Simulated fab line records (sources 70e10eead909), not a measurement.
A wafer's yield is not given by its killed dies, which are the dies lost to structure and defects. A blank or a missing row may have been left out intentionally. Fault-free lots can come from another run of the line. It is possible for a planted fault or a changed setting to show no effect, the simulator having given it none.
fab line records | flow nand_harc
record: lots: 14 | wafers: 42 | last_day: 24
route steps=1159 shown P_GATE@175 P_CONTACT@219 END@1159
lots that met no fault: from a run of the same line without faults
start_h: start of the lot's first displayed wafer, in hours after the record's first day | wait_h: hours since the lot's step before | " same as the row above | L1.1+2: a row that stands for several wafers | - either no value or no given start | * or withheld: withheld | < > ~ a bound
route shown NAME@n: NAME is a module with steps in the file, n the number in the route of the first one | usual: mean/standard deviation of fault-free wafers | same: alike in all rows | chamber/n: place in a boat | sites: each site's reading | _std_site: their standard deviation | _edge_site: outer sites' mean less inner sites' | radius_mm: how far each site lies from the wafer's centre | mask NAME#n: copy n | behind: the tool/chamber that last shaped the wafer | hold: the reason the lot was held/the length of the hold in hours/how it ended | device: transistor that didn't switch, given as n, p or np | end of line: the same wafers' tests at the end of the route | where a step has no rows: the recipe by itself | killed: not the wafer's yield, but the dies lost to structure and defects at the first sort | map: a wafer's dies, x killed, . not, _ none there
set.NAME: the setting the step ran with; set.NAME@STEP: the setting that earlier step ran with | model.NAME: the simulator's own value behind a step, which no gauge read
route steps across a sampled set of lots; one table per step, one row per wafer
services: from which hour (start_h, from the record's first day; less than 0 if before it) a tool's chamber was out of use, for how many hours, and why
== steps ==
step: NHARC_P_GATE_STRIP_75
recipe: power_w: 1500 | temp_c: 250 | chemistry: O2
usual: drypump_motor_current_A: 5.6/0.41 | heater_power_w: 322/39
lot.wafer | tool            | chamber | start_h | wait_h | drypump_motor_current_A | heater_power_w | rf_hours_counter_h
L231.4    | plasma_asher-02 | 0       | 103.44  | 0.1    | 6.0                     | 321            | -
L231.5    | "               | 1       | "       | "      | 5.6                     | 354            | -
L231.6    | "               | 0       | "       | "      | 6.0                     | 315            | -
L234.1    | plasma_asher-01 | 1       | 115.62  | 0.3    | 4.9                     | 262            | 1
L234.2    | "               | 0       | "       | "      | 5.8                     | 355            | 1
L234.4    | "               | 0       | "       | "      | 5.9                     | 361            | -
L233.3    | plasma_asher-02 | 0       | 116.21  | 0.1    | 6.0                     | 324            | -
L233.6    | "               | 1       | "       | "      | 5.6                     | 354            | -
L233.5    | "               | 0       | "       | "      | 6.0                     | 323            | -
L235.4    | plasma_asher-02 | 0       | 122.28  | 0.1    | 5.9                     | 320            | -
L235.5    | "               | 1       | "       | "      | 5.5                     | 352            | -
L235.6    | "               | 0       | "       | "      | 5.9                     | 321            | -
L237.3    | plasma_asher-01 | 1       | 136.18  | 0.1    | 4.9                     | 264            | -
L237.5    | "               | 0       | "       | "      | 5.9                     | 363            | -
L237.6    | "               | 1       | "       | "      | 4.9                     | 264            | -
L239.4    | plasma_asher-02 | 1       | 153.75  | 0.1    | 5.6                     | 353            | -
L239.5    | "               | 0       | "       | "      | 5.9                     | 318            | -
L239.6    | "               | 1       | "       | "      | 5.6                     | 362            | -
L240.4    | plasma_asher-02 | 0       | 156.78  | 0.1    | 5.9                     | 310            | -
L240.6    | "               | 1       | "       | "      | 5.6                     | 334            | -
L240.5    | "               | 0       | "       | "      | 5.9                     | 309            | -
L241.2    | plasma_asher-01 | 1       | 161.33  | 0.3    | 4.9                     | 264            | 19
L241.1    | "               | 0       | "       | "      | 5.9                     | 364            | 19
L241.4    | "               | 0       | "       | "      | 5.9                     | 354            | -
L242.2    | plasma_asher-01 | 0       | 162.74  | 0.2    | 5.9                     | 354            | 20
L242.4    | "               | 0       | "       | "      | 5.9                     | 367            | -
L242.6    | "               | 0       | "       | "      | 5.9                     | 368            | -
L245.1    | plasma_asher-01 | 0       | 178.29  | 0.3    | 5.9                     | 358            | 26
L245.3    | "               | 1       | "       | "      | 4.9                     | 261            | -
L245.6    | "               | 0       | "       | "      | 5.9                     | 352            | -
L244.1    | plasma_asher-02 | 1       | 178.45  | 0.2    | 5.6                     | 353            | 55
L244.6    | "               | 0       | "       | "      | 6.0                     | 310            | -
L244.5    | "               | 1       | "       | "      | 5.6                     | 351            | -
L243.1    | plasma_asher-02 | 1       | 178.81  | 0.3    | 5.5                     | 347            | 55
L243.3    | "               | 0       | "       | "      | 6.0                     | 320            | -
L243.6    | "               | 0       | "       | "      | 6.0                     | 317            | -
L251.1    | plasma_asher-01 | 1       | 223.49  | 0.3    | 4.9                     | 263            | 41
L251.2    | "               | 0       | "       | "      | 5.9                     | 356            | 41
L251.4    | "               | 1       | "       | "      | 4.9                     | 260            | -
L254.2    | plasma_asher-02 | 1       | 242.49  | 0.2    | 5.6                     | 345            | 16
L254.1    | "               | 0       | "       | "      | 5.9                     | 300            | 16
L254.4    | "               | 0       | "       | "      | 5.9                     | 303            | -
step: NHARC_P_GATE_RTA_80
recipe: temp_c: 300 | time_s: 30
usual: lamp_power_pct: 2.21/0.24 | wafer_temp_C_max: 301.7/0.77
lot.wafer | tool          | chamber | start_h | wait_h | lamp_power_pct | wafer_temp_C_max
L231.4    | rtp_anneal-01 | 0       | 108.57  | -      | 1.93           | 300.6
L231.5    | "             | 0       | "       | "      | 1.93           | 300.6
L231.6    | "             | 0       | "       | "      | 1.93           | 300.8
L234.1    | rtp_anneal-02 | 0       | 120.61  | -      | 2.41           | 301.9
L234.2    | "             | 0       | "       | "      | 2.41           | 302.6
L234.4    | "             | 0       | "       | "      | 2.41           | 302.7
L233.3    | rtp_anneal-02 | 0       | 121.49  | -      | 2.41           | 301.6
L233.5    | "             | 0       | "       | "      | 2.42           | 302.6
L233.6    | "             | 0       | "       | "      | 2.41           | 301.9
L235.4    | rtp_anneal-01 | 0       | 127.73  | -      | 1.93           | 300.5
L235.5    | "             | 0       | "       | "      | 1.93           | 300.7
L235.6    | "             | 0       | "       | "      | 1.93           | 300.7
L237.3    | rtp_anneal-01 | 0       | 141.56  | -      | 1.93           | 300.6
L237.5    | "             | 0       | "       | "      | 1.93           | 300.5
L237.6    | "             | 0       | "       | "      | 1.93           | 300.5
L239.4    | rtp_anneal-01 | 0       | 159.15  | -      | 1.93           | 300.8
L239.5    | "             | 0       | "       | "      | 1.93           | 300.5
L239.6    | "             | 0       | "       | "      | 1.93           | 300.9
L240.4    | rtp_anneal-02 | 0       | 161.76  | -      | 2.41           | 302.2
L240.5    | "             | 0       | "       | "      | 2.41           | 302.5
L240.6    | "             | 0       | "       | "      | 2.41           | 302.0
L241.1    | rtp_anneal-01 | 0       | 166.28  | -      | 1.93           | 300.7
L241.2    | "             | 0       | "       | "      | 1.93           | 300.6
L241.4    | "             | 0       | "       | "      | 1.93           | 301.0
L242.2    | rtp_anneal-02 | 0       | 168.01  | -      | 2.41           | 301.8
L242.4    | "             | 0       | "       | "      | 2.41           | 302.0
L242.6    | "             | 0       | "       | "      | 2.41           | 302.0
L245.1    | rtp_anneal-02 | 0       | 183.41  | -      | 2.41           | 302.2
L245.3    | "             | 0       | "       | "      | 2.41           | 302.2
L245.6    | "             | 0       | "       | "      | 2.41           | 303.1
L244.1    | rtp_anneal-02 | 0       | 183.67  | -      | 2.41           | 301.9
L244.5    | "             | 0       | "       | "      | 2.41           | 302.4
L244.6    | "             | 0       | "       | "      | 2.41           | 303.0
L243.1    | rtp_anneal-02 | 0       | 184.34  | -      | 2.41           | 302.3
L243.3    | "             | 0       | "       | "      | 2.41           | 302.9
L243.6    | "             | 0       | "       | "      | 2.41           | 302.3
L251.1    | rtp_anneal-02 | 0       | 228.90  | -      | 2.41           | 302.2
L251.2    | "             | 0       | "       | "      | 2.42           | 303.2
L251.4    | "             | 0       | "       | "      | 2.41           | 302.5
L254.1    | rtp_anneal-02 | 0       | 247.54  | -      | 2.41           | 302.4
L254.2    | "             | 0       | "       | "      | 2.41           | 302.1
L254.4    | "             | 0       | "       | "      | 2.41           | 302.5
step: NHARC_P_GATE_STRIP_67
recipe: time_s: 600 | temp_c: 130 | chemistry: SPM
usual: run_length_s: 603.0/1.1
lot.wafer | tool         | chamber | start_h | wait_h | run_length_s
L231.6    | wet_bench-09 | 4       | 108.70  | 0.0    | 603.0
L231.5    | "            | 5       | "       | "      | 602.4
L231.4    | "            | 7       | "       | "      | 602.8
L234.1    | wet_bench-04 | 3       | 120.81  | 0.2    | 601.3
L234.2    | "            | 7       | "       | "      | 603.2
L234.4    | "            | 0       | "       | "      | 603.3
L233.5    | wet_bench-01 | 6       | 121.63  | 0.1    | 602.1
L233.3    | "            | 7       | "       | "      | 603.6
L233.6    | "            | 2       | "       | "      | 603.8
L235.4    | wet_bench-04 | 1       | 127.86  | 0.1    | 602.7
L235.5    | "            | 2       | "       | "      | 602.9
L235.6    | "            | 3       | "       | "      | 601.6
L237.5    | wet_bench-04 | 2       | 141.70  | 0.1    | 602.6
L237.3    | "            | 3       | "       | "      | 602.1
L237.6    | "            | 7       | "       | "      | 603.2
L239.4    | wet_bench-04 | 6       | 159.28  | 0.1    | 602.9
L239.5    | "            | 0       | "       | "      | 602.0
L239.6    | "            | 1       | "       | "      | 603.9
L240.6    | wet_bench-09 | 6       | 161.90  | 0.0    | 600.7
L240.4    | "            | 7       | "       | "      | 603.6
L240.5    | "            | 1       | "       | "      | 603.3
L241.4    | wet_bench-09 | 1       | 166.50  | 0.1    | 201.1
L241.2    | "            | 3       | "       | "      | 199.4
L241.1    | "            | 4       | "       | "      | 202.3
L242.6    | wet_bench-09 | 2       | 168.19  | 0.0    | 203.8
L242.4    | "            | 3       | "       | "      | 199.0
L242.2    | "            | 6       | "       | "      | 198.4
L245.3    | wet_bench-01 | 5       | 183.61  | 0.1    | 602.1
L245.1    | "            | 6       | "       | "      | 601.0
L245.6    | "            | 0       | "       | "      | 603.2
L244.1    | wet_bench-09 | 3       | 183.87  | 0.2    | 199.2
L244.6    | "            | 4       | "       | "      | 202.5
L244.5    | "            | 5       | "       | "      | 200.5
L243.3    | wet_bench-04 | 0       | 184.55  | 0.1    | 602.3
L243.6    | "            | 2       | "       | "      | 602.8
L243.1    | "            | 3       | "       | "      | 602.3
L251.2    | wet_bench-04 | 6       | 229.10  | 0.1    | 603.4
L251.1    | "            | 7       | "       | "      | 603.0
L251.4    | "            | 3       | "       | "      | 601.6
L254.1    | wet_bench-04 | 1       | 247.74  | 0.2    | 604.2
L254.2    | "            | 5       | "       | "      | 602.1
L254.4    | "            | 6       | "       | "      | 602.8
step: NHARC_P_CONTACT_CMP_01
recipe: target_thk_nm: 200 | material: SiO2
usual: motor_current_A: 12.3/1.5 | retaining_ring_pressure_frac: 1.000/0.005
lot.wafer | tool   | chamber | start_h | wait_h | motor_current_A | retaining_ring_pressure_frac
L231.4    | cmp-03 | 3       | 109.93  | -      | 9.6             | 0.992
L231.5    | "      | 3       | "       | "      | 10.1            | 0.997
L231.6    | "      | 0       | "       | "      | 12.0            | 0.998
L234.1    | cmp-03 | 2       | 122.05  | -      | 13.4            | 0.992
L234.2    | "      | 3       | "       | "      | 9.9             | 0.997
L234.4    | "      | 0       | "       | "      | 12.5            | 1.004
L233.3    | cmp-02 | 3       | 122.93  | -      | 12.5            | 0.999
L233.5    | "      | 2       | "       | "      | 11.0            | 1.002
L233.6    | "      | 3       | "       | "      | 12.1            | 0.997
L235.4    | cmp-01 | 2       | 129.08  | -      | 11.9            | 1.006
L235.6    | "      | 2       | "       | "      | 12.0            | 1.003
L235.5    | "      | 3       | "       | "      | 11.3            | 1.003
L237.3    | cmp-01 | 0       | 143.11  | -      | 14.6            | 0.996
L237.6    | "      | 1       | "       | "      | 12.3            | 1.008
L237.5    | "      | 2       | "       | "      | 12.3            | 0.994
L239.4    | cmp-01 | 1       | 160.56  | -      | 11.6            | 1.003
L239.6    | "      | 0       | "       | "      | 13.4            | 1.006
L239.5    | "      | 1       | "       | "      | 11.9            | 1.001
L240.4    | cmp-02 | 1       | 163.19  | -      | 10.0            | 1.000
L240.6    | "      | 3       | "       | "      | 12.8            | 0.987
L240.5    | "      | 0       | "       | "      | 13.3            | 0.997
L241.2    | cmp-01 | 0       | 167.72  | -      | 15.1            | 0.997
L241.4    | "      | 1       | "       | "      | 11.5            | 0.997
L241.1    | "      | 3       | "       | "      | 11.5            | 0.996
L242.4    | cmp-01 | 0       | 169.41  | -      | 14.4            | 1.000
L242.2    | "      | 2       | "       | "      | 11.5            | 1.004
L242.6    | "      | 1       | "       | "      | 12.5            | 1.009
L245.3    | cmp-03 | 2       | 184.88  | -      | 13.7            | 0.989
L245.1    | "      | 3       | "       | "      | 9.5             | 0.998
L245.6    | "      | 2       | "       | "      | 13.4            | 0.989
L244.1    | cmp-02 | 3       | 185.19  | -      | 13.0            | 1.008
L244.6    | "      | 1       | "       | "      | 10.0            | 1.001
L244.5    | "      | 2       | "       | "      | 11.5            | 1.004
L243.1    | cmp-03 | 2       | 185.85  | -      | 13.4            | 1.002
L243.3    | "      | 3       | "       | "      | 10.2            | 1.010
L243.6    | "      | 1       | "       | "      | 14.9            | 0.998
L251.1    | cmp-02 | 1       | 230.36  | -      | 10.7            | 1.000
L251.4    | "      | 2       | "       | "      | 11.5            | 1.001
L251.2    | "      | 0       | "       | "      | 13.9            | 1.002
L254.1    | cmp-02 | 1       | 249.23  | 0.5    | 10.8            | 1.002
L254.2    | "      | 2       | "       | "      | 11.5            | 0.986
L254.4    | "      | 0       | "       | "      | 13.7            | 0.996
step: NHARC_END_SORT_01
recipe: temp_c: 25
usual: killed_at_array: 28/10 | killed_at_other: 0.5/0.82 | killed_at_periphery: 3.4/2.2 | killed_dies: 31/10 | killed_open: 3.4/1.9 | killed_short: 1.9/1.3
same: gross_dies: 677
lot.wafer | tool      | chamber | start_h | wait_h | killed_at_array | killed_at_other | killed_at_periphery | killed_dies | killed_open | killed_short
L231.4    | prober-01 | 0       | 459.55  | 3.4    | 18              | 0               | 2                   | 20          | 3           | 2
L231.5    | prober-01 | 0       | 460.35  | 3.7    | 21              | 0               | 5                   | 26          | 1           | 2
L231.6    | prober-01 | 0       | 461.14  | 4.0    | 18              | 3               | 3                   | 24          | 2           | 3
L235.4    | prober-01 | 0       | 490.56  | 3.4    | 34              | 2               | 3                   | 39          | 4           | 4
L235.5    | prober-01 | 0       | 491.36  | 3.7    | 27              | 1               | 7                   | 35          | 4           | 4
L235.6    | prober-01 | 0       | 492.16  | 4.0    | 19              | 1               | 6                   | 26          | 3           | 0
L239.4    | prober-01 | 0       | 501.82  | 3.4    | 22              | 0               | 3                   | 25          | 1           | 2
L239.5    | prober-01 | 0       | 502.62  | 3.7    | 17              | 2               | 3                   | 22          | 2           | 3
L239.6    | prober-01 | 0       | 503.42  | 4.0    | 27              | 1               | 0                   | 28          | 2           | 2
L242.2    | prober-01 | 0       | 508.39  | 2.8    | 38              | 0               | 2                   | 40          | 5           | 0
L242.4    | prober-01 | 0       | 509.99  | 3.4    | 26              | 0               | 0                   | 26          | 1           | 3
L242.6    | prober-01 | 0       | 511.59  | 4.0    | 33              | 0               | 0                   | 33          | 0           | 3
L240.4    | prober-02 | 0       | 517.85  | 3.4    | 25              | 0               | 8                   | 33          | 1           | 1
L240.5    | prober-02 | 0       | 518.65  | 3.7    | 20              | 0               | 6                   | 26          | 4           | 1
L240.6    | prober-02 | 0       | 519.46  | 4.0    | 32              | 1               | 6                   | 39          | 6           | 0
L243.1    | prober-02 | 0       | 555.23  | 2.5    | 26              | 0               | 4                   | 30          | 3           | 1
L243.3    | prober-02 | 0       | 556.80  | 3.1    | 37              | 0               | 4                   | 41          | 7           | 3
L243.6    | prober-02 | 0       | 559.16  | 3.9    | 35              | 0               | 3                   | 38          | 7           | 4
killed by level:class
L231.4 A_SLIT:chamber_film_flake=8 A_CONTACT:chamber_film_flake=2 A_ONON_D1:geometric_particle:open=1 A_CHANNEL_HOLE_D1:geometric_particle:short=1 A_CHANNEL_FILL_D1:geometric_particle:open=1 A_SGD_CUT:geometric_particle:open=1 A_CONTACT:geometric_particle:short=1 P_M1:chamber_film_flake=1
L231.5 A_SLIT:chamber_film_flake=7 A_STAIRCASE:chamber_film_flake=6 P_GATE:chamber_film_flake=3 A_CONTACT:chamber_film_flake=3 A_ZERO_WELL:chamber_film_flake=2 P_M1:geometric_particle:open=1 A_ONON_D1:geometric_particle:short=1 A_CONTACT:geometric_particle:short=1
L231.6 A_SLIT:chamber_film_flake=7 THIN_TSV:chamber_film_flake=3 P_BONDPAD:chamber_film_flake=2 A_CHANNEL_HOLE_D1:chamber_film_flake=2 A_STAIRCASE:chamber_film_flake=2 A_CONTACT:chamber_film_flake=2 P_STI:geometric_particle:short=1 A_CHANNEL_FILL_D1:geometric_particle:short=1
L235.4 A_SLIT:chamber_film_flake=8 A_CONTACT:chamber_film_flake=7 A_CHANNEL_HOLE_D1:chamber_film_flake=6 A_CHANNEL_FILL_D1:chamber_film_flake=4 A_WL_FILL:geometric_particle:short=2 P_ZERO_WELL:chamber_film_flake=2 A_STAIRCASE:chamber_film_flake=2 P_M0:geometric_particle:open=1
L235.5 A_CONTACT:chamber_film_flake=10 A_SLIT:chamber_film_flake=7 P_ZERO_WELL:chamber_film_flake=5 A_STAIRCASE:chamber_film_flake=2 P_M1:geometric_particle:short=1 A_CHANNEL_HOLE_D1:geometric_particle:open=1 A_CHANNEL_HOLE_D1:geometric_particle:short=1 A_CHANNEL_FILL_D1:geometric_particle:open=1
L235.6 A_SLIT:chamber_film_flake=10 P_ZERO_WELL:chamber_film_flake=4 A_CONTACT:chamber_film_flake=3 A_STAIRCASE:chamber_film_flake=2 P_CONTACT:geometric_particle:open=1 A_CHANNEL_FILL_D1:geometric_particle:open=1 A_M1:geometric_particle:open=1 P_BONDPAD:chamber_film_flake=1
L239.4 A_SLIT:chamber_film_flake=7 A_STAIRCASE:chamber_film_flake=6 A_CHANNEL_HOLE_D1:chamber_film_flake=3 A_CONTACT:chamber_film_flake=3 P_STI:geometric_particle:short=1 P_M0:geometric_particle:open=1 A_M0:geometric_particle:short=1 P_ZERO_WELL:chamber_film_flake=1
L239.5 A_SLIT:chamber_film_flake=5 A_CHANNEL_HOLE_D1:chamber_film_flake=3 A_M1:chamber_film_flake=3 P_M0:geometric_particle:open=1 A_WL_FILL:geometric_particle:short=1 A_CONTACT:geometric_particle:open=1 A_M0:geometric_particle:short=1 P_ZERO_WELL:chamber_film_flake=1
L239.6 A_SLIT:chamber_film_flake=15 A_CHANNEL_HOLE_D1:chamber_film_flake=3 A_STAIRCASE:chamber_film_flake=2 A_WL_FILL:chamber_film_flake=2 A_CHANNEL_FILL_D1:geometric_particle:open=1 A_CHANNEL_FILL_D1:geometric_particle:short=1 A_M0:geometric_particle:open=1 STARTING-WAFER:geometric_particle:short=1
L242.2 A_SLIT:chamber_film_flake=15 A_CHANNEL_HOLE_D1:chamber_film_flake=10 A_STAIRCASE:chamber_film_flake=6 A_CONTACT:chamber_film_flake=4 P_STI:geometric_particle:open=1 P_GATE:geometric_particle:open=1 A_ONON_D1:geometric_particle:open=1 A_STAIRCASE:geometric_particle:open=1
L242.4 A_SLIT:chamber_film_flake=15 A_STAIRCASE:chamber_film_flake=5 A_CHANNEL_HOLE_D1:chamber_film_flake=2 A_CHANNEL_FILL_D1:geometric_particle:short=1 A_CHANNEL_FILL_D1:geometric_particle:open=1 A_SGD_CUT:geometric_particle:short=1 A_M0:geometric_particle:short=1
L242.6 A_SLIT:chamber_film_flake=13 A_STAIRCASE:chamber_film_flake=8 A_CHANNEL_HOLE_D1:chamber_film_flake=6 A_CONTACT:chamber_film_flake=3 A_ONON_D1:geometric_particle:short=1 A_WL_FILL:geometric_particle:short=1 A_CONTACT:geometric_particle:short=1
L240.4 A_SLIT:chamber_film_flake=12 P_M0:chamber_film_flake=5 A_CHANNEL_HOLE_D1:chamber_film_flake=4 P_BONDPAD:chamber_film_flake=2 A_CONTACT:chamber_film_flake=2 A_WL_FILL:geometric_particle:short=1 A_BLC:geometric_particle:open=1 P_ZERO_WELL:chamber_film_flake=1
L240.5 A_SLIT:chamber_film_flake=9 A_WL_FILL:chamber_film_flake=3 P_M0:chamber_film_flake=2 A_STAIRCASE:chamber_film_flake=2 A_CONTACT:chamber_film_flake=2 P_M0:geometric_particle:open=1 P_M2:geometric_particle:open=1 A_CHANNEL_HOLE_D1:geometric_particle:short=1
L240.6 A_SLIT:chamber_film_flake=12 A_CHANNEL_FILL_D1:chamber_film_flake=4 A_STAIRCASE:chamber_film_flake=3 A_CONTACT:chamber_film_flake=3 P_ZERO_WELL:chamber_film_flake=2 P_BONDPAD:chamber_film_flake=2 A_ZERO_WELL:chamber_film_flake=2 A_CHANNEL_HOLE_D1:chamber_film_flake=2
L243.1 A_CHANNEL_HOLE_D1:chamber_film_flake=10 A_STAIRCASE:chamber_film_flake=5 A_CONTACT:chamber_film_flake=4 A_BLC:chamber_film_flake=3 P_GATE:chamber_film_flake=2 P_STI:geometric_particle:open=1 P_M1:geometric_particle:open=1 A_WL_FILL:geometric_particle:short=1
L243.3 A_CHANNEL_HOLE_D1:chamber_film_flake=19 A_BLC:chamber_film_flake=4 A_CONTACT:chamber_film_flake=3 A_CHANNEL_FILL_D1:geometric_particle:open=2 A_CONTACT:geometric_particle:open=2 A_M0:geometric_particle:open=2 A_STAIRCASE:chamber_film_flake=2 P_CONTACT:geometric_particle:open=1
L243.6 A_CHANNEL_HOLE_D1:chamber_film_flake=14 A_CONTACT:chamber_film_flake=5 A_STAIRCASE:chamber_film_flake=4 A_CONTACT:geometric_particle:open=2 A_BLC:chamber_film_flake=2 P_GATE:geometric_particle:open=1 P_M0:geometric_particle:open=1 A_SOURCE_PLATE:geometric_particle:open=1
== services ==
tool            | chamber | start_h | hours | kind
cmp-03          | -       | 80.13   | 4.5   | repair
cmp-01          | -       | 85.30   | 4.0   | pm
plasma_asher-01 | -       | 99.00   | 9.0   | pm
wet_bench-09    | -       | 112.80  | 8.0   | pm
cmp-03          | -       | 115.39  | 3.5   | repair
cmp-02          | -       | 124.01  | 1.4   | repair
cmp-01          | -       | 129.60  | 12.6  | repair
cmp-02          | -       | 134.73  | 4.0   | pm
cmp-03          | -       | 156.43  | 4.0   | pm
cmp-03          | -       | 162.41  | 1.1   | repair
wet_bench-04    | -       | 163.20  | 8.0   | pm
cmp-01          | -       | 183.30  | 4.0   | pm
plasma_asher-02 | -       | 183.52  | 9.0   | pm
plasma_asher-02 | 0       | 183.52  | 9.0   | vent_cycle
plasma_asher-02 | 1       | 183.52  | 9.0   | vent_cycle
wet_bench-09    | -       | 184.95  | 8.0   | repair
plasma_asher-02 | 0       | 192.52  | -     | clean
cmp-01          | -       | 199.74  | 0.4   | repair
cmp-03          | -       | 209.43  | 0.3   | repair
wet_bench-09    | -       | 210.20  | 0.5   | repair
wet_bench-01    | -       | 213.60  | 8.0   | pm
cmp-02          | -       | 227.41  | 0.3   | repair
cmp-02          | -       | 232.73  | 4.0   | pm
cmp-02          | -       | 241.12  | 0.6   | repair
== key ==
first_sign: step: NHARC_P_GATE_STRIP_67 | reading: run_length_s | direction: down | sigmas: 99+ | usual: * | struck: *
effect none on later readings
met_at NHARC_P_GATE_STRIP_67
struck_lots L241,L242,L244
tester_left_out L241,L242,L244
not_acting_at NHARC_P_GATE_STRIP_75,NHARC_P_GATE_RTA_80,NHARC_P_CONTACT_CMP_01
onset_between 161.90 166.50
fault: kind: process_parameter_drift | tool: wet_bench-09 | chamber: - | onset_h: 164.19 | steps: NHARC_P_GATE_STRIP_67 | channel: time_s | offset: * | shape: step | end_h: 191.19 | acts_in: * | stated: *
tester_left_out: of these lots the tester's yield and bins aren't shown, on N5 and GAA mostly nor the transistor test; their killed dies are dies lost to structure and defects alone, not to doping, threshold or leakage, so they don't give the yield
